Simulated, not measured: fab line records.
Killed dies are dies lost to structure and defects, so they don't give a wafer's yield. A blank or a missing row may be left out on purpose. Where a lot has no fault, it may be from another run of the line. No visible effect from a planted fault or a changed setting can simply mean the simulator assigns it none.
Problem report, 8D (eight disciplines) form, completed by code || flow nand harc || the parts of the form that need people (team, actions taken, sign-off) are left out

== 1. THE ISSUE ==
Wafers without a fault read 120.0 nm, standard deviation 0.63; cd nm at NHARC_A_M1_CD_MEAS_09 reads a mean of 107.4 nm on 6 wafers belonging to 2 lots. That is -20 standard deviations from the usual mean.
The step: target cd 120 nm.
First seen on wafer L107.1, day 29 08:34, on cd sem-03. The record holds 33 wafers of 11 lots with a number at this step. The rule behind "out" and "out of limits": a value lying over 4 standard deviations away from the usual mean. Any other wafer with a number is counted as sound.

== 2. WHAT IT IS, AND WHAT IT ISN'T ==
{"question": "which readings at this step", "is": "cd nm", "is not": "-"}
{"question": "which lots", "is": "L107, L110", "is not": "L100, L103, L113, L115, L992, L993, L995, L997, L999"}
{"question": "which wafers of those lots", "is": "all that have a number", "is not": "-"}
{"question": "read on which gauges", "is": "cd sem-01, cd sem-03", "is not": "cd sem-02"}
{"question": "when", "is": "from day 29 08:34", "is not": "up to then (21 sound wafers); but 6 sound wafers of L113, L115 came after"}

== 3. WHAT RULES OUT EACH SUSPECT ==
Counting: a tool at any process step up to the reading remains a suspect when it ran all the lots that are out and ran no sound lot after the first of those.
- ruled out: the gauge at NHARC_A_M1_CD_MEAS_09. The wafers that are out were read on 2 gauges (cd sem-01, cd sem-03).
- litho track-06 at NHARC_A_M1_PEB_07 (peb time 65 s): ruled out as a lasting fault. After its first lot that is out, L107 (day 29 08:29), sound lots L115 ran on it.
Left after counting: nothing in the record.

== 4. THE CAUSE (what the simulator had put in) ==
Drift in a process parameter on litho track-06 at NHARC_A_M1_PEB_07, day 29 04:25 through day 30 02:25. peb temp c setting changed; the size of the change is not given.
The count ruled it out by mistake, since the rule takes a fault to strike every lot its tool runs from the start of the fault on, and this one did not do so.

== 5. THE EFFECT CHAIN, in route order ==
One row per reading whose mean, taken over the struck wafers that have a number, lies over 3 standard deviations from the usual. Only readings for which the record gives a usual standard deviation are gone through. hours: the time from each lot's start at the first step in this table that gives one to its start at this step, as a median over the lots. sigmas: the change in usual standard deviations.
{"hours": 0, "step": "NHARC_A_M1_PEB_07", "reading": "heater power total W", "usual": "156.7 W", "on struck wafers": 149.0, "change": -7.7, "sigmas": -19}
{"hours": 0, "step": "NHARC_A_M1_PEB_07", "reading": "plate temp C", "usual": "99.99 C", "on struck wafers": 96.33, "change": -3.66, "sigmas": -26}
{"hours": 0, "step": "NHARC_A_M1_CD_MEAS_09", "reading": "cd nm", "usual": "120.0 nm", "on struck wafers": 107.4, "change": -12.6, "sigmas": -20}
It contains these process steps:
- NHARC_A_M1_PEB_07: peb time 65 s.
Later steps that measure or inspect, where all struck wafers having a row at the step show a number for every such reading and not one has moved that far: NHARC_A_M1_INSPECT_11, NHARC_END_SORT_01.

== 6. HOW IT WOULD HAVE BEEN CAUGHT EARLIER ==
4 hours passed between the start of the fault at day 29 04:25 and the first reading out of limits at a measuring or inspecting step in this record, taken at day 29 08:34.
At NHARC_A_M1_PEB_07, the tool's own readings (heater power total W, plate temp C) were out on each struck wafer the step has a row for, so an alarm limit on them would have fired on the first such wafer.
